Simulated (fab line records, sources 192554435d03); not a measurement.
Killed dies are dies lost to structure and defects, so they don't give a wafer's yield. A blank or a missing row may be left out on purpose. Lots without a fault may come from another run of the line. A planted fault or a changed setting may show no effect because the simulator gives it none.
Which tool did it? | flow n5_finfet | 24 lots, 72 wafers sampled, at 6 steps of a route of 1938

WHAT THE GAUGES READ, wafer by wafer
N5_BEOL_M1_CD_MEAS_11: target cd 17.05 nm.
lot  | measured     | on        | cd_nm (nm)
L074 | day 6 02:43  | cd_sem-03 | 17.3 17.6 16.7
L075 | day 6 14:05  | cd_sem-01 | 16.6 16.7 16.5
L076 | day 6 19:11  | cd_sem-03 | 16.8 17.1 17.5
L077 | day 7 00:02  | cd_sem-02 | 17.2 17.2 17.1
L078 | day 7 06:10  | cd_sem-02 | 16.9 16.9 16.9
L079 | day 7 09:48  | cd_sem-01 | 16.3 16.9 16.7
L080 | day 7 10:04  | cd_sem-02 | 16.2 16.7 17.2
L081 | day 7 21:37  | cd_sem-03 | 17.8 17.4 17.5
L082 | day 8 02:22  | cd_sem-01 | 17.0 16.6 16.7
L083 | day 8 13:10  | cd_sem-02 | 17.4 16.7 16.9
L084 | day 8 19:05  | cd_sem-02 | 17.2 17.4 17.2
L085 | day 9 01:07  | cd_sem-03 | 17.2 17.3 17.5
L086 | day 9 05:19  | cd_sem-03 | 16.9 16.7 16.7
L087 | day 9 07:57  | cd_sem-03 | 17.4 17.1 17.5
L088 | day 9 17:12  | cd_sem-03 | 16.8 16.8 16.9
L089 | day 9 21:57  | cd_sem-03 | 17.0 16.6 17.2
L090 | day 10 09:35 | cd_sem-01 | 16.9 16.8 16.8
L091 | day 10 10:10 | cd_sem-01 | 17.4 17.0 17.4
L092 | day 10 15:43 | cd_sem-01 | 17.5 17.0 17.0
L093 | day 10 21:08 | cd_sem-02 | 16.3 16.8 16.2
L094 | day 11 05:32 | cd_sem-02 | 17.0 17.0 16.8
L095 | day 11 12:01 | cd_sem-03 | 17.5 16.7 16.8
L096 | day 11 15:34 | cd_sem-02 | 16.9 17.0 16.9
L097 | day 11 19:10 | cd_sem-02 | 16.9 16.7 17.1

N5_BEOL_M1_CD_MEAS_18: pitch 36 nm, target cd 18 nm.
lot  | measured     | on        | cd_nm (nm)
L074 | day 6 03:19  | cd_sem-02 | 17.7 18.4 18.2
L075 | day 6 14:43  | cd_sem-02 | 17.9 17.9 17.2
L076 | day 6 20:15  | cd_sem-01 | 18.3 18.0 18.4
L077 | day 7 00:41  | cd_sem-01 | 18.5 17.8 18.4
L078 | day 7 06:44  | cd_sem-01 | 17.7 17.5 17.8
L079 | day 7 10:29  | cd_sem-01 | 18.1 18.1 17.6
L080 | day 7 10:37  | cd_sem-01 | 17.8 17.7 18.3
L081 | day 7 22:16  | cd_sem-01 | 17.7 18.0 18.5
L082 | day 8 02:58  | cd_sem-01 | 17.8 17.8 18.1
L083 | day 8 13:45  | cd_sem-03 | 18.5 17.7 17.9
L084 | day 8 19:38  | cd_sem-01 | 17.7 17.7 17.8
L085 | day 9 01:40  | cd_sem-02 | 17.6 17.8 17.8
L086 | day 9 06:14  | cd_sem-02 | 17.7 17.7 17.5
L087 | day 9 08:30  | cd_sem-02 | 18.4 18.0 18.3
L088 | day 9 18:02  | cd_sem-02 | 18.0 18.0 18.0
L089 | day 9 22:30  | cd_sem-01 | 18.4 18.0 18.5
L090 | day 10 10:09 | cd_sem-02 | 18.3 17.8 17.8
L091 | day 10 10:49 | cd_sem-02 | 18.0 17.9 18.6
L092 | day 10 16:17 | cd_sem-02 | 18.1 18.5 18.3
L093 | day 10 21:41 | cd_sem-01 | 17.3 17.9 17.8
L094 | day 11 06:42 | cd_sem-02 | 18.5 18.1 18.1
L095 | day 11 12:34 | cd_sem-02 | 18.5 17.4 17.9
L096 | day 11 16:15 | cd_sem-03 | 17.9 18.1 18.5
L097 | day 11 20:45 | cd_sem-01 | 17.8 17.8 18.1

WHICH TOOL RAN EACH LOT (tool, then ch and the chambers of the sampled wafers, then the start)
lot  | N5_BEOL_M0_STRIP_104               | N5_BEOL_M0_DEGAS_112         | N5_BEOL_M0_ALD_136                  | N5_BEOL_M0_ANNEAL_133
L074 | rie_diel-06 ch 1,2,3, day 5 20:04  | pvd_sputter-01, day 5 23:10  | ald_metal-04 ch 0,2,3, day 5 23:16  | pvd_sputter-01, day 6 00:04
L075 | rie_diel-02 ch 1,2,3, day 6 07:22  | pvd_sputter-03, day 6 08:41  | ald_metal-01 ch 0,3, day 6 08:50    | pvd_sputter-01, day 6 09:38
L076 | rie_diel-03 ch 0,1,2, day 6 13:28  | pvd_sputter-01, day 6 14:41  | ald_metal-04 ch 0,2,3, day 6 14:47  | pvd_sputter-03, day 6 17:05
L077 | rie_diel-03 ch 0,1,3, day 6 20:02  | pvd_sputter-02, day 6 20:57  | ald_metal-03 ch 0,1,3, day 6 21:03  | pvd_sputter-02, day 6 21:44
L078 | rie_diel-06 ch 1,3, day 7 00:38    | pvd_sputter-01, day 7 01:44  | ald_metal-04 ch 0,2,3, day 7 01:53  | pvd_sputter-01, day 7 02:41
L079 | rie_diel-02 ch 0,1,2, day 7 05:26  | pvd_sputter-01, day 7 06:31  | ald_metal-04 ch 1,2,3, day 7 06:39  | pvd_sputter-01, day 7 07:26
L080 | rie_diel-03 ch 0,2, day 7 05:55    | pvd_sputter-03, day 7 06:46  | ald_metal-03 ch 1,2,3, day 7 06:56  | pvd_sputter-01, day 7 07:52
L081 | rie_diel-03 ch 1,3, day 7 16:50    | pvd_sputter-03, day 7 17:30  | ald_metal-01 ch 1,2, day 7 17:40    | pvd_sputter-03, day 7 18:59
L082 | rie_diel-03 ch 0,3, day 7 19:19    | pvd_sputter-02, day 7 20:35  | ald_metal-01 ch 0,1,3, day 7 20:41  | pvd_sputter-01, day 7 21:21
L083 | rie_diel-06 ch 1,2,3, day 8 06:02  | pvd_sputter-03, day 8 07:13  | ald_metal-03 ch 0,1,2, day 8 07:23  | pvd_sputter-02, day 8 08:05
L084 | rie_diel-02 ch 0,2,3, day 8 12:32  | pvd_sputter-02, day 8 13:28  | ald_metal-01 ch 1,2,3, day 8 13:34  | pvd_sputter-01, day 8 14:31
L085 | rie_diel-06 ch 0,2,3, day 8 17:53  | pvd_sputter-01, day 8 19:16  | ald_metal-01 ch 1,2,3, day 8 19:26  | pvd_sputter-01, day 8 21:47
L086 | rie_diel-02 ch 0,1, day 8 21:44    | pvd_sputter-03, day 9 00:46  | ald_metal-03 ch 0,1,3, day 9 00:52  | pvd_sputter-01, day 9 01:38
L087 | rie_diel-06 ch 0,1,2, day 9 03:52  | pvd_sputter-02, day 9 05:05  | ald_metal-04 ch 0,2,3, day 9 05:11  | pvd_sputter-02, day 9 05:50
L088 | rie_diel-03 ch 0,1, day 9 12:48    | pvd_sputter-03, day 9 13:44  | ald_metal-01 ch 0,3, day 9 13:52    | pvd_sputter-01, day 9 14:38
L089 | rie_diel-02 ch 1,2,3, day 9 16:11  | pvd_sputter-01, day 9 16:54  | ald_metal-03 ch 0,1,2, day 9 17:02  | pvd_sputter-01, day 9 19:23
L090 | rie_diel-02 ch 1,2, day 9 20:59    | pvd_sputter-02, day 9 21:53  | ald_metal-03 ch 0,3, day 9 22:02    | pvd_sputter-02, day 9 22:59
L091 | rie_diel-02 ch 0,1,3, day 10 04:07 | pvd_sputter-01, day 10 05:04 | ald_metal-04 ch 0,1, day 10 05:14   | pvd_sputter-01, day 10 07:14
L092 | rie_diel-06 ch 0,2,3, day 10 07:14 | pvd_sputter-02, day 10 10:02 | ald_metal-04 ch 0,3, day 10 10:22   | pvd_sputter-03, day 10 11:23
L093 | rie_diel-02 ch 0,1,3, day 10 14:56 | pvd_sputter-03, day 10 16:31 | ald_metal-01 ch 1,2, day 10 16:37   | pvd_sputter-03, day 10 18:00
L094 | rie_diel-03 ch 1,3, day 10 20:32   | pvd_sputter-01, day 10 23:49 | ald_metal-01 ch 0,1,2, day 11 00:01 | pvd_sputter-01, day 11 00:38
L095 | rie_diel-02 ch 0,2,3, day 11 04:56 | pvd_sputter-03, day 11 05:55 | ald_metal-01 ch 0,1,3, day 11 06:01 | pvd_sputter-03, day 11 08:16
L096 | rie_diel-03 ch 1,2, day 11 08:02   | pvd_sputter-02, day 11 08:58 | ald_metal-01 ch 0,1,2, day 11 09:04 | pvd_sputter-03, day 11 11:20
L097 | rie_diel-03 ch 1,2, day 11 14:37   | pvd_sputter-02, day 11 15:32 | ald_metal-03 ch 1,2,3, day 11 15:38 | pvd_sputter-02, day 11 16:24
- N5_BEOL_M0_STRIP_104: strips in N2/H2.
- N5_BEOL_M0_DEGAS_112: time 60 s.
- N5_BEOL_M0_ALD_136: deposits TaN, pulse time 2 s, purge time 3 s, co reactant purge time 2 s.
- N5_BEOL_M0_ANNEAL_133: time 60 s.

WHAT THE TOOLS THEMSELVES READ (means of the sampled wafers that have a number; where no wafer has one, the mark that the record gives instead)
N5_BEOL_M0_STRIP_104.
lot  | tool        | drypump_motor_current_A (A) | oes_product_au (a.u.) | rf_vpp_V (V) | showerhead_plenum_p_Torr (Torr) | throttle_valve_pct (%)
L074 | rie_diel-06 | 6.1                         | 0.71                  | 57.6         | 2.63                            | 23.7
L075 | rie_diel-02 | 5.7                         | 0.72                  | 59.9         | 2.49                            | 23.6
L076 | rie_diel-03 | 5.5                         | 0.73                  | 59.6         | 2.53                            | 23.8
L077 | rie_diel-03 | 5.6                         | 0.71                  | 58.8         | 2.52                            | 23.7
L078 | rie_diel-06 | 6.3                         | 0.71                  | 56.8         | 2.62                            | 23.5
L079 | rie_diel-02 | 5.6                         | 0.80                  | 59.4         | 2.57                            | 23.5
L080 | rie_diel-03 | 5.4                         | 0.71                  | 60.1         | 2.45                            | 23.5
L081 | rie_diel-03 | 6.0                         | 0.72                  | 59.4         | 2.48                            | 23.7
L082 | rie_diel-03 | 5.3                         | 0.67                  | 57.6         | 2.47                            | 23.4
L083 | rie_diel-06 | 6.0                         | 0.70                  | 60.2         | 2.62                            | 23.6
L084 | rie_diel-02 | 5.9                         | 0.79                  | 59.3         | 2.54                            | 23.3
L085 | rie_diel-06 | 6.2                         | 0.71                  | 58.2         | 2.62                            | 23.9
L086 | rie_diel-02 | 5.7                         | 0.80                  | 61.7         | 2.58                            | 23.7
L087 | rie_diel-06 | 5.8                         | 0.69                  | 59.9         | 2.62                            | 23.8
L088 | rie_diel-03 | 5.2                         | 0.88                  | 59.6         | 2.55                            | 23.6
L089 | rie_diel-02 | 5.6                         | 0.71                  | 58.4         | 2.48                            | 23.7
L090 | rie_diel-02 | 5.4                         | 0.69                  | 59.5         | 2.51                            | 23.9
L091 | rie_diel-02 | 5.9                         | 0.78                  | 58.3         | 2.55                            | 23.5
L092 | rie_diel-06 | 6.3                         | 0.71                  | 60.3         | 2.62                            | 23.9
L093 | rie_diel-02 | 6.0                         | 0.78                  | 60.1         | 2.55                            | 23.5
L094 | rie_diel-03 | 6.0                         | 0.70                  | 59.1         | 2.47                            | 23.7
L095 | rie_diel-02 | 5.9                         | 0.87                  | 57.8         | 2.53                            | 23.2
L096 | rie_diel-03 | 5.8                         | 0.74                  | 59.5         | 2.56                            | 24.1
L097 | rie_diel-03 | 5.8                         | 0.73                  | 58.5         | 2.56                            | 24.1

N5_BEOL_M0_DEGAS_112.
lot  | tool           | heater_power_w (W)
L074 | pvd_sputter-01 | 324
L075 | pvd_sputter-03 | 353
L076 | pvd_sputter-01 | 320
L077 | pvd_sputter-02 | 323
L078 | pvd_sputter-01 | 307
L079 | pvd_sputter-01 | 320
L080 | pvd_sputter-03 | 348
L081 | pvd_sputter-03 | 356
L082 | pvd_sputter-02 | 349
L083 | pvd_sputter-03 | 308
L084 | pvd_sputter-02 | 410
L085 | pvd_sputter-01 | 324
L086 | pvd_sputter-03 | 363
L087 | pvd_sputter-02 | 334
L088 | pvd_sputter-03 | 308
L089 | pvd_sputter-01 | 316
L090 | pvd_sputter-02 | 325
L091 | pvd_sputter-01 | 304
L092 | pvd_sputter-02 | 340
L093 | pvd_sputter-03 | 400
L094 | pvd_sputter-01 | 298
L095 | pvd_sputter-03 | 350
L096 | pvd_sputter-02 | 328
L097 | pvd_sputter-02 | 390

N5_BEOL_M0_ALD_136.
lot  | tool         | heater_power_w (W) | precursor_vessel_temp_c (C)
L074 | ald_metal-04 | 426                | 74.96
L075 | ald_metal-01 | 424                | 75.19
L076 | ald_metal-04 | 429                | 75.05
L077 | ald_metal-03 | 445                | 74.88
L078 | ald_metal-04 | 424                | 74.97
L079 | ald_metal-04 | 399                | 75.12
L080 | ald_metal-03 | 418                | 75.05
L081 | ald_metal-01 | 361                | 74.92
L082 | ald_metal-01 | 411                | 74.90
L083 | ald_metal-03 | 399                | 74.98
L084 | ald_metal-01 | 401                | 74.96
L085 | ald_metal-01 | 400                | 74.96
L086 | ald_metal-03 | 448                | 74.97
L087 | ald_metal-04 | 434                | 75.09
L088 | ald_metal-01 | 426                | 74.94
L089 | ald_metal-03 | 405                | 75.03
L090 | ald_metal-03 | 448                | 74.97
L091 | ald_metal-04 | 452                | 75.03
L092 | ald_metal-04 | 441                | 74.99
L093 | ald_metal-01 | 371                | 75.03
L094 | ald_metal-01 | 375                | 75.14
L095 | ald_metal-01 | 406                | 74.96
L096 | ald_metal-01 | 378                | 75.05
L097 | ald_metal-03 | 417                | 75.00

N5_BEOL_M0_ANNEAL_133.
lot  | tool           | heater_power_w (W)
L074 | pvd_sputter-01 | 786
L075 | pvd_sputter-01 | 815
L076 | pvd_sputter-03 | 857
L077 | pvd_sputter-02 | 932
L078 | pvd_sputter-01 | 801
L079 | pvd_sputter-01 | 821
L080 | pvd_sputter-01 | 774
L081 | pvd_sputter-03 | 868
L082 | pvd_sputter-01 | 774
L083 | pvd_sputter-02 | 796
L084 | pvd_sputter-01 | 817
L085 | pvd_sputter-01 | 793
L086 | pvd_sputter-01 | 766
L087 | pvd_sputter-02 | 897
L088 | pvd_sputter-01 | 863
L089 | pvd_sputter-01 | 770
L090 | pvd_sputter-02 | 835
L091 | pvd_sputter-01 | 775
L092 | pvd_sputter-03 | 948
L093 | pvd_sputter-03 | 755
L094 | pvd_sputter-01 | 827
L095 | pvd_sputter-03 | 857
L096 | pvd_sputter-03 | 852
L097 | pvd_sputter-02 | 817

THE ANSWER, worked out from the rows above alone
Rule: what is usual is taken from the lots themselves. Put in order of their means at a reading, lots are off if they are a third of the lots or fewer, leave a main group of 4 or more, and stand apart from it by a gap of 3 or more times the standard deviation of the main group's means; of several such gaps the widest counts. A main group whose means are all the same, to the digits that the tables above print for the reading, isn't used. A lot without any number at a reading at which 4 lots or more have one is off too. The other lots that the step has rows for count as sound. The gauges are gone through in route order, then the tools' own readings, and for those a lot's mean is taken as printed above. The first step at which some lot is off is used, and at that step the reading that is off furthest; a lot without a number counts as furthest.
No lot is off at any reading shown: from this, nothing can be told.

WHAT THE SIMULATOR HAD PUT IN
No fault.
